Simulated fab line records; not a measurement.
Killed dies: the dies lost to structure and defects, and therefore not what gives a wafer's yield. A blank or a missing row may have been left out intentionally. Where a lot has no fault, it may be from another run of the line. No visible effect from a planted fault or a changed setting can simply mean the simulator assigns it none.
Lot-split experiment	flow n5-finfet	7 lots, 39 wafers read, on a route of 1938 steps

## THE SPLIT
At N5_BEOL_M13_SPUTTER_43 (material TaN, target thk 15 nm, time 24.19 s), the setting target-thk-a was moved away from the recipe's 150 angstrom on 9 of the 39 wafers read, by -48.6% to +22.7%. All remaining wafers had this setting at the recipe value.

## FROM THE SPLIT TO THE READING: what the file shows between them, 4 steps
- N5_BEOL_M13_SPUTTER_44: material Ta, target thk 10 nm, time 16.13 s
- N5_BEOL_M13_SPUTTER_45: material Cu, target thk 80 nm, time 13.33 s
- N5_BEOL_M13_ECD_47: material Cu, target thk 936 nm
- N5_BEOL_M13_ANNEAL_48: time 90 s

## THE READING
barrier-field-endpoint-s, in s, at N5_BEOL_M13_CMP_49 (polishes, stops on SiOC, t overpolish 17.1 s, target thk 420 nm). A value of 30.3 s with a standard deviation of 1 s is what fault-free wafers of this fab line usually give.

wafer	tool, chamber at the split	target-thk-a as run, angstrom	against the recipe	barrier-field-endpoint-s, s	against lot-mates on the recipe
L077.4	pvd-sputter-03, -	150	recipe	31.9	-
L077.1	pvd-sputter-03, -	150	recipe	30.6	-
L077.2	pvd-sputter-03, -	150	recipe	30.5	-
L077.3	pvd-sputter-03, -	150	recipe	29.9	-
L077.5	pvd-sputter-03, -	150	recipe	32.3	-
L077.6	pvd-sputter-03, -	150	recipe	31.5	-
L080.1	pvd-sputter-01, -	150	recipe	31.5	-
L080.4	pvd-sputter-01, -	184.1	+22.7%	36.0	+4.3
L080.3	pvd-sputter-01, -	150	recipe	31.0	-
L080.2	pvd-sputter-01, -	184.1	+22.7%	35.8	+4.1
L080.5	pvd-sputter-01, -	150	recipe	32.5	-
L080.6	pvd-sputter-01, -	184.1	+22.7%	35.4	+3.7
L081.2	pvd-sputter-03, -	179.3	+19.5%	34.2	+3.6
L081.3	pvd-sputter-03, -	179.3	+19.5%	34.8	+4.2
L081.1	pvd-sputter-03, -	150	recipe	29.8	-
L081.4	pvd-sputter-03, -	179.3	+19.5%	32.5	+1.9
L081.6	pvd-sputter-03, -	150	recipe	30.1	-
L081.5	pvd-sputter-03, -	150	recipe	31.8	-
L088.1	pvd-sputter-03, -	150	recipe	30.9	-
L088.3	pvd-sputter-03, -	150	recipe	29.7	-
L088.4	pvd-sputter-03, -	150	recipe	32.1	-
L088.2	pvd-sputter-03, -	150	recipe	31.4	-
L088.6	pvd-sputter-03, -	150	recipe	30.5	-
L088.5	pvd-sputter-03, -	150	recipe	30.1	-
L094.1	pvd-sputter-02, -	150	recipe	30.0	-
L094.3	pvd-sputter-02, -	150	recipe	31.0	-
L094.6	pvd-sputter-02, -	150	recipe	29.3	-
L093.1	pvd-sputter-03, -	77.13	-48.6%	22.5	-7.9
L093.3	pvd-sputter-03, -	150	recipe	30.1	-
L093.4	pvd-sputter-03, -	77.13	-48.6%	21.7	-8.7
L093.2	pvd-sputter-03, -	150	recipe	30.2	-
L093.6	pvd-sputter-03, -	150	recipe	31.0	-
L093.5	pvd-sputter-03, -	77.13	-48.6%	21.5	-8.9
L096.4	pvd-sputter-01, -	150	recipe	29.4	-
L096.3	pvd-sputter-01, -	150	recipe	30.5	-
L096.2	pvd-sputter-01, -	150	recipe	30.6	-
L096.1	pvd-sputter-01, -	150	recipe	30.5	-
L096.5	pvd-sputter-01, -	150	recipe	29.2	-
L096.6	pvd-sputter-01, -	150	recipe	30.2	-

THE FIT
A straight line over all 39 wafers: barrier-field-endpoint-s changes by +0.185 s for each +1% of target-thk-a; r = +0.96; the points scatter about the line by 0.89 s.
The same after taking each lot's own level away (the mean of its wafers on the recipe; 39 wafers): +0.175 s for each +1%; r = +0.97; scatter 0.72 s.
The reading moves by 8.5 s for the largest change in target-thk-a, on that fit.
Across the lots, their own levels run from 30.07 to 31.67 s, a range of 1.6 times the standard deviation given above.
Consequently the slope shifts little with the lot-to-lot level, the two slopes agreeing.
Check: for one of the wafers moved furthest among these (-48.6%), held out of the fit, the line's prediction against its lot-mates is -8.72 s. Against them it came out at -7.93 s.

## THE WHOLE CHAIN: every reading that the file lists as answering this split, in the file's order
step	what it does	reading	change (the file's fit)	r (the file's)
N5_BEOL_M13_SPUTTER_43	material TaN, target thk 15 nm, time 24.19 s	TaN_of_BEOL_M13_SPUTTER_43.thk-nm (the simulator's own value, which no gauge read)	+0.15 nm for each +1% of the setting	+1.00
N5_BEOL_M13_CMP_49	polishes, stops on SiOC, t overpolish 17.1 s, target thk 420 nm	barrier-field-endpoint-s	+0.176 s for each +1% of the setting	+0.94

## THE FILE'S OWN FIT
barrier-field-endpoint-s changes by +0.176 s for each +1% of target-thk-a, r = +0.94.
